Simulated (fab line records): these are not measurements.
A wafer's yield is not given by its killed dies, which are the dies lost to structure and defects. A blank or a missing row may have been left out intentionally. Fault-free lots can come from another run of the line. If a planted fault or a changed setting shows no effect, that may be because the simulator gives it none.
Comparing a struck lot with a sound one ; flow nand_harc ; 18 out of 1159 route steps
Sound: wafers L290.1, L290.2, L290.6. Wafers struck: L279.1, L279.3, L279.5. The cause is given at the end.
Per side, at each step with rows, come the tool, then ch with its chambers, and then its first start. Under that, the readings that differ: sound wafers ; struck wafers ; difference of the means ; sigmas: that difference in standard deviations of wafers without a fault.
alike: readings with means less than 2 such deviations apart, plus words and numbers identical on both sides. not compared: withheld readings, readings lacking a value on some wafer, bounds such as >300 that could conceal the same value, and numbers that have no deviation in the record and whose values overlap.
The two part at a step that has a row with sigmas, a row that says differs or no value, or rows on one side only. Numbers that have no deviation but don't overlap get no sigmas and don't part them. A reading that every wafer of one side lacks parts them only if that side has two wafers or more.

NHARC_P_GATE_CD_MEAS_46: target cd 720 nm.
  sound on cd_sem-02 ch 0, day 8 12:42; struck on cd_sem-03 ch 0, day 5 22:27
reading;sound;struck;difference;sigmas
cd_nm (nm);718.6 719.4 716.6;724.0 722.1 723.4;+5.0;+3
then, 1 step without rows for these wafers: NHARC_P_GATE_HARDBAKE_47 (time 80 s).
NHARC_P_GATE_DESCUM_48: chemistry O2, time 3 s.
  sound on rie_diel-09 ch 0,1,3, day 8 12:53; struck on rie_diel-02 ch 0,1, day 5 22:37
  alike: drypump_motor_current_A, oes_product_au, rf_vpp_V, showerhead_plenum_p_Torr, throttle_valve_pct
  not compared: rf_hours_counter_h
next, for these wafers, 1 step has no rows: NHARC_P_GATE_IMPLANT_49.
NHARC_P_GATE_STRIP_111: strips in N2/H2, time 250 s.
  sound on plasma_asher-01 ch 0,1, day 8 13:14; struck on plasma_asher-01 ch 0, day 5 23:07
  alike: drypump_motor_current_A, heater_power_w
  not compared: rf_hours_counter_h
NHARC_P_GATE_STRIP_75: strips in O2.
  sound on plasma_asher-01 ch 0,1, day 8 13:32; struck on plasma_asher-01 ch 0, day 5 23:22
  alike: drypump_motor_current_A, heater_power_w
  not compared: rf_hours_counter_h
then, 6 steps without rows for these wafers: NHARC_P_GATE_STRIP_50 (strips in SPM, time 900 s); NHARC_P_GATE_DEHYDRATE_51 (time 120 s); NHARC_P_GATE_HMDS_52 (time 30 s); NHARC_P_GATE_COAT_53; NHARC_P_GATE_SOFTBAKE_54 (time 95 s); NHARC_P_GATE_EBR_55.
NHARC_P_GATE_EXPOSE_56: exposes mask P PSD, target cd 720 nm.
  sound on krf_scanner-01 ch 0, day 8 14:15; struck on krf_scanner-01 ch 0, day 6 00:08
reading;sound;struck;difference;sigmas
mask;P_PSD#0 P_PSD#0 P_PSD#0;P_NSD#0 P_NSD#0 P_NSD#0;differs;
then, 2 steps without rows for these wafers: NHARC_P_GATE_PEB_57 (peb time 85 s); NHARC_P_GATE_DEVELOP_58 (time 70 s).
NHARC_P_GATE_CD_MEAS_59: target cd 720 nm.
  sound on cd_sem-03 ch 0, day 8 14:25; struck on cd_sem-01 ch 0, day 6 00:17
reading;sound;struck;difference;sigmas
cd_nm (nm);718.7 716.5 717.6;- - -;no value on the struck wafers;
then, 1 step without rows for these wafers: NHARC_P_GATE_HARDBAKE_60 (time 80 s).
-- record jumps: 14 days between struck wafers' starts before vs after; left off in module P_GATE, resumes in module END, first step shown is number 1159 of the route --
NHARC_END_SORT_01:
  here the record holds rows for the struck wafers (prober-02 ch 0, day 19 22:35) but none for the sound ones

WHERE THEY PART
Last at NHARC_END_SORT_01 as far as this record goes, first at NHARC_P_GATE_CD_MEAS_46.

WHY: what the simulator had put in
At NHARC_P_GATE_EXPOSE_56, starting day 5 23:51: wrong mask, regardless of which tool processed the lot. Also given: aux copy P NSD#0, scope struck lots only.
